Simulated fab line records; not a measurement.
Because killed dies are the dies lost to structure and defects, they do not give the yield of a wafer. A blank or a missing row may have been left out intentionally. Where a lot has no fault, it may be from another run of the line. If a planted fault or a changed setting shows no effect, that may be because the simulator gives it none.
Matching of chambers + flow n5_finfet + 4 sister chambers for N5_MOL_CONTACT_COAG_DESCUM_13 on rie_diel-03
The step chemistry O2, time 7 s. 16 wafers are shown with their chamber, then 8 later ones without.

WAFERS, EACH WITH ITS CHAMBER
| wafer  | chamber | showerhead_plenum_p_Torr (Torr) | throttle_valve_pct (%) | oes_product_au (a.u.) |
|--------|---------|---------------------------------|------------------------|-----------------------|
| L075.1 | 0       | 2.03                            | 20.33                  | 0.87                  |
| L075.2 | 3       | 2.16                            | 20.98                  | 0.71                  |
| L075.6 | 0       | 2.03                            | 20.31                  | 0.89                  |
| L076.3 | 2       | 2.13                            | 20.48                  | 0.91                  |
| L076.4 | 0       | 2.03                            | 20.33                  | 0.88                  |
| L076.6 | 2       | 2.13                            | 20.48                  | 0.89                  |
| L078.2 | 0       | 2.03                            | 20.32                  | 0.87                  |
| L078.3 | 2       | 2.13                            | 20.51                  | 0.90                  |
| L078.6 | 2       | 2.13                            | 20.50                  | 0.89                  |
| L080.2 | 1       | 2.14                            | 20.16                  | 0.89                  |
| L080.4 | 0       | 2.02                            | 20.34                  | 0.86                  |
| L080.5 | 3       | 2.16                            | 20.97                  | 0.70                  |
| L081.1 | 3       | 2.16                            | 20.96                  | 0.70                  |
| L081.2 | 2       | 2.13                            | 20.49                  | 0.87                  |
| L081.6 | 1       | 2.14                            | 20.17                  | 0.89                  |
| L082.1 | 1       | 2.14                            | 20.18                  | 0.88                  |

SIGNATURES (averages over the wafers above)
| reading                  | chamber 0 | chamber 1 | chamber 2 | chamber 3 | scatter within a chamber |
|--------------------------|-----------|-----------|-----------|-----------|--------------------------|
| showerhead_plenum_p_Torr | 2.0280    | 2.1400    | 2.1300    | 2.1600    | 0.00258                  |
| throttle_valve_pct       | 20.3260   | 20.1700   | 20.4920   | 20.9700   | 0.0115                   |
| oes_product_au           | 0.8740    | 0.8867    | 0.8920    | 0.7033    | 0.0113                   |
Rule: distance of a wafer from a chamber = root of the sum over the readings of ((wafer's reading minus chamber's mean) / reading's scatter) squared. If the next closest chamber is less than 2 further off than the closest, the wafer can't be placed; otherwise it belongs to the closest. How the scatter is found: for the shown wafers, subtract from each reading the mean of its chamber, square and add these, divide the total by (wafers less chambers), then take the root.

WAFERS WITH NO CHAMBER GIVEN
| wafer  | showerhead_plenum_p_Torr (Torr) | throttle_valve_pct (%) | oes_product_au (a.u.) |
|--------|---------------------------------|------------------------|-----------------------|
| L082.3 | 2.16                            | 20.97                  | 0.69                  |
| L082.4 | 2.02                            | 20.34                  | 0.84                  |
| L083.2 | 2.02                            | 20.35                  | 0.85                  |
| L083.3 | 2.16                            | 20.98                  | 0.70                  |
| L083.6 | 2.16                            | 20.97                  | 0.69                  |
| L096.2 | 2.13                            | 20.22                  | 0.84                  |
| L096.5 | 2.15                            | 21.00                  | 0.68                  |
| L096.6 | 2.01                            | 20.40                  | 0.82                  |

EACH ONE'S CHAMBER
| wafer  | from the rows above | in truth |
|--------|---------------------|----------|
| L082.3 | 3                   | 3        |
| L082.4 | 0                   | 0        |
| L083.2 | 0                   | 0        |
| L083.3 | 3                   | 3        |
| L083.6 | 3                   | 3        |
| L096.2 | 1                   | 1        |
| L096.5 | 3                   | 3        |
| L096.6 | 0                   | 0        |
Correct placement for 8 of the 8. Number that these rows cannot place: 0. Placed wrongly: 0.
